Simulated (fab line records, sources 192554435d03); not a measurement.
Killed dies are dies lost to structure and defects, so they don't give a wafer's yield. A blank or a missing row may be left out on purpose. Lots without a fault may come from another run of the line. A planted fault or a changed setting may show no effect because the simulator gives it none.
fab line records | flow n5_finfet
record lots=10 wafers=30 last_day=20
route steps=1938 shown SDB@369 HKMG_FIN@389 BEOL_M4@1111 PASSIVATION@1936
lots that met no fault: from a run of the same line without faults
start_h: hours from the record's first day to the start of the lot's first wafer shown | wait_h: hours since the lot's step before | " the same as in the row above | L1.1+2: a row that stands for several wafers | - no value, or no start given | * or withheld: withheld | < > ~ a bound
route shown NAME@n: a module of which the file shows steps, and the number in the route of the first | usual: mean/standard deviation of fault-free wafers | same: alike in all rows | chamber/n: place in a boat | sites: the reading at each site | _std_site: their standard deviation | _edge_site: outer sites' mean less inner sites' | radius_mm: how far each site lies from the wafer's centre | mask NAME#n: copy n | behind: the tool/chamber that last shaped the wafer | hold: why the lot was held/for how many hours/how that ended | device: the transistor (n, p or np) that didn't switch | end of line: the same wafers' tests at the end of the route | a step without rows: its recipe alone | killed: dies lost to structure and defects at the first sort, not the wafer's yield | map: a wafer's dies, x killed, . not, _ none there
set.NAME: the setting as run; set.NAME@STEP: as run at that earlier step | model.NAME: the simulator's own value behind a step, which no gauge read
steps of the route over a sample of lots; a table a step, a row a wafer
services: from which hour (start_h, from the record's first day; less than 0 if before it) a tool's chamber was out of use, for how many hours, and why
## steps
# step N5_SDB_CUT_ETCH_26
# recipe chemistry=HBr/Cl2/O2 target=Si target_depth_a=1296 bt_time_s=20 mask_material=SiNx time_s=51.8 ion_energy_ev=* bias_w=* pressure_mtorr=10 icp_w=800 HBr_flow_sccm=150 Cl2_flow_sccm=80 O2_flow_sccm=12
# usual chamber_pressure_mTorr=9.999/0.0091 drypump_motor_current_A=5.6/0.45 he_backside_leak_sccm=2.86/0.27 oes_product_au=0.997/0.012 throttle_valve_pct=37.1/0.34
# columns lot.wafer tool chamber start_h wait_h chamber_pressure_mTorr drypump_motor_current_A he_backside_leak_sccm oes_product_au rf_hours_counter_h throttle_valve_pct
L150.3 rie_si-01 1 90.29 0.1 10.009 6.1 2.51 0.985 71 36.9
L150.4 " 0 " " 9.998 6.1 2.73 0.970 7 36.9
L150.5 " 3 " " 9.998 5.7 2.58 1.002 - 37.1
L151.1 rie_si-06 3 90.91 0.1 9.996 6.2 3.13 1.009 146 37.6
L151.3 " 0 " " 10.001 5.5 3.03 0.995 174 36.8
L151.5 " 3 " " 9.999 6.2 3.08 1.014 - 37.6
L152.3 rie_si-06 2 98.26 0.1 10.007 6.0 2.76 1.000 73 36.8
L152.4 " 3 " " 10.005 6.2 3.04 1.006 146 37.6
L152.6 " 1 " " 9.999 5.0 2.59 0.992 - 37.1
L154.2 rie_si-02 3 113.33 0.1 9.998 5.6 3.04 1.009 124 37.6
L154.3 " 2 " " 9.987 5.6 3.20 1.007 165 37.7
L154.5 " 2 " " 10.002 5.6 3.23 1.013 - 37.7
L159.2 rie_si-06 3 139.98 0.1 9.999 6.2 3.24 1.011 147 37.6
L159.3 " 2 " " 9.984 6.0 2.69 0.998 74 36.8
L159.4 " 1 " " 9.986 5.0 2.53 0.990 30 37.1
L161.3 rie_si-01 1 151.96 0.1 9.989 6.1 2.43 0.990 72 36.9
L161.5 " 3 " " 10.000 5.7 2.69 1.006 - 37.1
L161.6 " 2 " " 10.001 4.7 2.78 1.002 - 37.2
L166.3 rie_si-06 3 180.84 0.1 10.007 6.2 3.05 1.003 148 37.6
L166.5 " 0 " " 9.992 5.5 3.09 1.001 - 36.8
L166.6 " 3 " " 10.000 6.2 3.02 1.009 - 37.6
L167.2 rie_si-06 2 189.01 0.1 9.985 6.0 2.73 1.003 75 36.8
L167.3 " 0 " " 9.993 5.6 3.08 0.999 176 36.8
L167.6 " 1 " " 10.008 5.0 2.57 1.002 - 37.1
L168.1 rie_si-06 1 191.96 0.1 10.006 5.0 2.73 0.998 31 37.1
L168.2 " 0 " " 10.005 5.5 3.03 0.989 176 36.8
L168.3 " 2 " " 10.005 6.0 2.61 0.999 75 36.8
L170.3 rie_si-01 3 203.33 0.1 10.005 5.7 2.56 1.014 73 37.1
L170.5 " 3 " " 10.013 5.7 2.57 1.002 - 37.1
L170.6 " 2 " " 9.999 4.6 2.97 0.994 - 37.2
# step N5_HKMG_FIN_ALD_75
# recipe material=Al2O3 target_thk_a=10 temp_c=150 ald_precursor_family=TMA ald_co_reactant=H2O pulse_time_s=withheld co_reactant_pulse_time_s=1
# usual heater_power_w=154/11 precursor_pulse_height_rel=0.999/0.021
# columns lot.wafer tool chamber start_h wait_h heater_power_w precursor_pulse_height_rel
L150.3 ald_hk-02 3 94.87 0.0 157 0.974
L150.4 " 0 " " 142 0.972
L150.5 " 1 " " 150 1.042
L151.1 ald_hk-03 2 95.93 0.0 172 1.032
L151.3 " 0 " " 162 1.038
L151.5 " 3 " " 132 0.981
L152.3 ald_hk-02 3 102.75 0.0 154 1.018
L152.4 " 1 " " 150 1.023
L152.6 " 2 " " 156 0.989
L154.2 ald_hk-01 2 117.82 0.0 145 0.981
L154.3 " 1 " " 159 1.038
L154.5 " 2 " " 142 0.988
L159.2 ald_hk-02 3 144.45 0.0 153 0.973
L159.3 " 2 " " 152 1.032
L159.4 " 1 " " 152 1.037
L161.3 ald_hk-02 2 156.39 0.0 152 0.985
L161.5 " 3 " " 152 1.009
L161.6 " 0 " " 145 1.011
L166.3 ald_hk-01 3 185.19 0.0 167 1.007
L166.5 " 1 " " 160 1.008
L166.6 " 0 " " 147 1.026
L167.2 ald_hk-01 1 193.72 0.0 163 0.990
L167.3 " 0 " " 145 1.023
L167.6 " 3 " " 174 1.022
L168.1 ald_hk-01 0 196.36 0.0 141 0.999
L168.2 " 2 " " 144 0.960
L168.3 " 3 " " 171 0.972
L170.3 ald_hk-01 1 207.83 0.0 160 1.015
L170.5 " 2 " " 144 0.977
L170.6 " 1 " " 163 0.963
# step N5_HKMG_FIN_OVL_MEAS_50
# recipe points_per_wafer=44
# usual NDIPOLE_OVL=0.1/0.72
# columns lot.wafer tool chamber start_h wait_h NDIPOLE_OVL[nm]
L150.3 overlay-02 0 95.25 0.0 -0.8
L150.4 " 0 " " -0.2
L150.5 " 0 " " -0.1
L151.1 overlay-01 0 96.43 0.0 -0.4
L151.3 " 0 " " 0.1
L151.5 " 0 " " 0.7
L152.3 overlay-02 0 103.12 0.0 0.2
L152.4 " 0 " " 0.4
L152.6 " 0 " " 1.0
L154.2 overlay-01 0 118.32 0.0 -0.2
L154.3 " 0 " " 0.3
L154.5 " 0 " " 0.0
L159.2 overlay-01 0 144.95 0.0 0.1
L159.3 " 0 " " 0.2
L159.4 " 0 " " -1.8
L161.3 overlay-02 0 156.89 0.0 -0.4
L161.5 " 0 " " -0.3
L161.6 " 0 " " -0.3
L166.3 overlay-02 0 185.69 0.0 0.1
L166.5 " 0 " " 0.6
L166.6 " 0 " " -1.9
L167.2 overlay-02 0 194.22 0.0 -0.6
L167.3 " 0 " " -0.8
L167.6 " 0 " " -0.3
L168.1 overlay-01 0 196.85 0.0 0.2
L168.2 " 0 " " 0.4
L168.3 " 0 " " -0.1
L170.3 overlay-01 0 208.20 0.0 0.8
L170.5 " 0 " " 1.5
L170.6 " 0 " " 1.0
# step N5_HKMG_FIN_CVD_62
# recipe material=a-Si target_thk_a=30 temp_c=500 precursor=Si2H6 pressure_torr=1 time_s=20.8
# usual heater_power_w=1415/97 susceptor_temp_C=500.00/0.24
# columns lot.wafer tool chamber start_h wait_h heater_power_w since_wet_clean_h susceptor_temp_C
L150.3 thermal_cvd_si-01 0 97.04 0.2 1324 149 500.05
L150.4 " 1 " " 1390 - 499.80
L150.5 " 0 " " 1313 - 499.91
L151.1 thermal_cvd_si-02 2 98.22 0.2 1432 882 500.10
L151.3 " 1 " " 1392 882 500.22
L151.5 " 1 " " 1403 - 500.11
L152.3 thermal_cvd_si-01 0 105.35 0.2 1284 157 499.96
L152.4 " 1 " " 1408 - 499.78
L152.6 " 2 " " 1366 - 499.82
L154.2 thermal_cvd_si-01 0 120.11 0.2 1271 172 500.16
L154.3 " 1 " " 1263 172 482.25
L154.5 " 2 " " 1355 - 499.91
L159.2 thermal_cvd_si-02 0 146.77 0.2 1611 930 500.13
L159.3 " 1 " " 1399 930 500.09
L159.4 " 0 " " 1606 - 500.03
L161.3 thermal_cvd_si-02 1 158.67 0.2 1425 942 500.29
L161.5 " 0 " " 1611 - 500.14
L161.6 " 2 " " 1411 - 499.75
L166.3 thermal_cvd_si-01 2 187.48 0.2 1373 240 500.52
L166.5 " 2 " " 1368 - 500.04
L166.6 " 0 " " 1339 - 500.14
L167.2 thermal_cvd_si-02 2 196.01 0.2 1436 980 500.28
L167.3 " 0 " " 1632 980 499.84
L167.6 " 1 " " 1359 - 500.43
L168.1 thermal_cvd_si-01 0 198.65 0.2 1338 251 500.05
L168.2 " 2 " " 1357 251 500.11
L168.3 " 1 " " 1367 251 499.95
L170.3 thermal_cvd_si-01 0 209.99 0.2 1346 262 499.80
L170.5 " 2 " " 1364 - 499.90
L170.6 " 0 " " 1364 - 499.81
# step N5_BEOL_M4_RC_MEAS_101
# usual DIBL_N=36.3/1.6 DIBL_P=36.4/2.1 IOFF_N=0.16/0.032 IOFF_P=0.22/0.044 ION_N=675/12 ION_P=463/8.3 SS_N=71.6/0.64 SS_P=73.3/0.67 VT_N=250/3.3 VT_P=-250/3.7
# columns lot.wafer tool chamber start_h wait_h DIBL_N[mV/V] DIBL_P[mV/V] IOFF_N[nA/um] IOFF_P[nA/um] ION_N[uA/um] ION_P[uA/um] SS_N[mV/dec] SS_P[mV/dec] VT_N[mV] VT_P[mV]
L151.1 prober-01 0 218.98 0.0 36.7 36.5 0.17 0.22 675 470 71.0 73.9 248 -249
L151.3 " 0 " " 36.5 36.4 0.16 0.20 664 455 71.4 72.9 251 -251
L151.5 " 0 " " 37.5 37.5 0.18 0.22 682 469 72.1 74.1 248 -248
L150.3 prober-02 0 226.43 0.3 38.8 38.2 0.18 0.23 684 466 71.7 73.9 252 -247
L150.4 " 0 " " 35.0 33.1 0.12 0.16 666 455 70.6 73.1 256 -255
L150.5 " 0 " " 36.4 35.1 0.15 0.20 686 464 71.9 73.5 251 -251
L152.3 prober-02 0 232.50 0.3 36.3 35.5 0.15 0.19 674 463 70.6 73.7 251 -251
L152.4 " 0 " " 35.1 33.6 0.13 0.17 667 462 70.5 73.0 250 -252
L152.6 " 0 " " 37.4 36.4 0.18 0.21 694 471 71.2 72.5 246 -254
L154.2 prober-01 0 252.46 0.2 36.8 38.9 0.19 0.26 690 472 71.3 74.1 249 -248
L154.3 " 0 " " 37.2 39.0 0.19 0.28 681 471 71.9 73.7 248 -246
L154.5 " 0 " " 37.2 40.1 0.20 0.29 697 486 71.9 74.9 247 -245
L159.2 prober-01 0 279.55 0.2 37.1 37.6 0.17 0.23 692 464 72.2 73.9 248 -250
L159.3 " 0 " " 36.7 35.7 0.15 0.19 681 456 71.4 72.4 250 -252
L159.4 " 0 " " 35.6 34.2 0.13 0.18 670 453 71.1 72.9 251 -253
L161.3 prober-02 0 300.57 0.3 35.9 34.6 0.14 0.19 661 454 72.3 73.2 251 -250
L161.5 " 0 " " 38.0 38.2 0.19 0.24 675 463 71.3 73.5 246 -249
L161.6 " 0 " " 36.0 35.5 0.15 0.20 661 457 71.9 73.4 251 -250
L166.3 prober-02 0 317.36 0.3 34.3 32.5 0.10 0.13 642 435 70.7 72.8 257 -258
L166.5 " 0 " " 34.8 33.8 0.12 0.14 676 460 71.0 73.8 253 -256
L166.6 " 0 " " 33.7 31.3 0.09 0.12 651 442 70.2 71.9 258 -259
L167.2 prober-01 0 321.76 0.2 34.4 34.3 0.15 0.21 678 465 71.0 72.0 246 -247
L167.3 " 0 " " 35.5 36.6 0.17 0.25 699 479 72.3 73.0 247 -246
L167.6 " 0 " " 38.4 40.4 0.24 0.32 690 468 72.9 74.0 243 -243
L168.1 prober-02 0 350.85 0.0 35.6 35.1 0.12 0.18 648 450 71.4 73.4 255 -253
L168.2 " 0 " " 34.9 34.2 0.12 0.17 672 464 70.7 73.2 254 -251
L168.3 " 0 " " 36.8 35.7 0.14 0.19 667 461 70.9 72.4 252 -253
L170.3 prober-01 0 381.41 0.3 35.7 34.9 0.15 0.21 665 459 71.9 72.9 250 -250
L170.5 " 0 " " 37.1 36.6 0.17 0.23 670 462 72.6 73.0 248 -248
L170.6 " 0 " " 35.8 35.0 0.15 0.21 680 463 72.4 72.9 253 -251
# step N5_PASSIVATION_PROBE_49
# usual defect_limited_yield=91.4/1.2 killed_at_M0_to_M3=35/11 killed_at_M4_up=14/6 killed_at_contacts=12/6.7 killed_at_front_end=37/9.7 killed_at_other=3.5/2.5 killed_dies=102/15 killed_open=67/12 killed_short=33/7.3 sort_bin_5_function=5.1/0.81 sort_bin_6_memory=3.2/0.65 sort_bin_8_speed=0.00/0.021 sort_n_pass=1078/15 sort_yield_pct=91.4/1.2
# same gross_dies=1180 killed_at_back_side=0 sort_bin_4_leakage[%]=0
# columns lot.wafer tool chamber start_h wait_h defect_limited_yield[%] killed_at_M0_to_M3 killed_at_M4_up killed_at_contacts killed_at_front_end killed_at_other killed_dies killed_open killed_short sort_bin_5_function[%] sort_bin_6_memory[%] sort_bin_8_speed[%] sort_n_pass sort_yield_pct[%]
L159.2 prober-02 - 381.59 0.3 91.3 32 30 12 25 4 103 70 33 5.6 2.8 0 1077 91.3
L159.4 prober-02 - 381.69 0.4 93.7 31 10 4 28 1 74 46 27 3.8 2.3 0 1106 93.7
# killed by level:class
L159.2 BEOL_M4:geometric_particle:open=14 MOL_CONTACT_COAG:geometric_particle:open=11 BEOL_M0_SAQP:geometric_particle:short=10 BEOL_M3:geometric_particle:open=6 FIN_SAQP:geometric_particle:open=5 STI_FIN_REVEAL:geometric_particle:open=5 FIN_SAQP:geometric_particle:short=4 BEOL_M0_SAQP:geometric_particle:open=4
L159.4 FIN_SAQP:geometric_particle:short=9 BEOL_M0_SAQP:geometric_particle:open=5 BEOL_M1:geometric_particle:open=5 BEOL_M3:geometric_particle:open=5 FIN_SAQP:geometric_particle:open=4 STI_FIN_REVEAL:geometric_particle:open=4 BEOL_M0:geometric_particle:open=4 BEOL_M2:geometric_particle:open=4
## services
# columns tool chamber start_h hours kind
rie_si-06 - 74.60 2.8 pm
rie_si-01 0 77.06 6.5 repair
rie_si-02 0 93.54 8.2 repair
rie_si-01 0 124.27 1.2 repair
rie_si-01 2 138.20 3.6 repair
ald_hk-02 - 187.11 31.2 repair
## key
first_sign step=N5_HKMG_FIN_CVD_62 reading=susceptor_temp_C direction=down sigmas=75 usual=* struck=*
effect none on later readings
met_at N5_HKMG_FIN_CVD_62
struck_lots L154
struck_wafers L154.3
not_acting_at N5_SDB_CUT_ETCH_26,N5_HKMG_FIN_ALD_75,N5_HKMG_FIN_OVL_MEAS_50
onset_between 105.35 120.11
fault kind=process_parameter_drift tool=thermal_cvd_si-01 chamber=1 onset_h=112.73 steps=N5_HKMG_FIN_CVD_62 channel=temp_c offset=* shape=step end_h=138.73 stated=*
